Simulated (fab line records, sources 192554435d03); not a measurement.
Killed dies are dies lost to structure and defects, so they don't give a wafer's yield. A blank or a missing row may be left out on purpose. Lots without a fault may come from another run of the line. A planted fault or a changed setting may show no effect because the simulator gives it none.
Chamber matching | flow n5_finfet | N5_BEOL_M6_STRIP_19 on rie_diel-01: 4 sister chambers
The step strips in O2. 4 wafers are shown with their chamber, then 9 later ones without.

WAFERS WITH THEIR CHAMBER
wafer  | chamber | showerhead_plenum_p_Torr (Torr)
L081.3 | 2       | 2.16
L081.6 | 1       | 2.06
L091.2 | 0       | 2.01
L091.6 | 3       | 2.18

WAFERS WITHOUT THEIR CHAMBER
wafer  | showerhead_plenum_p_Torr (Torr)
L092.2 | 2.15
L092.4 | 2.18
L092.6 | 2.01
L094.1 | 2.15
L094.5 | 2.06
L094.6 | 2.15
L095.1 | 2.18
L095.2 | 2.01
L095.5 | 2.18

WHICH CHAMBER EACH WENT THROUGH
wafer  | from the rows above | in truth
L092.2 | 2                   | 2
L092.4 | 3                   | 3
L092.6 | 0                   | 0
L094.1 | 2                   | 2
L094.5 | 1                   | 1
L094.6 | 2                   | 2
L095.1 | 3                   | 3
L095.2 | 0                   | 0
L095.5 | 3                   | 3
Placed correctly: 9 of 9. Can't be placed from these rows: 0. Placed wrongly: 0.
How it was worked out, from the rows above alone: a wafer's distance from a chamber is the root of the sum, over the readings, of the square of ((its reading less the chamber's mean) divided by the reading's scatter). The wafer belongs to the nearest chamber; if the next one is less than 2 further off, it can't be placed. A chamber's mean is the mean of its shown wafers. The scatter: with one shown wafer a chamber, the root of the mean of the squares of how far each hidden wafer lies from its nearest shown one.
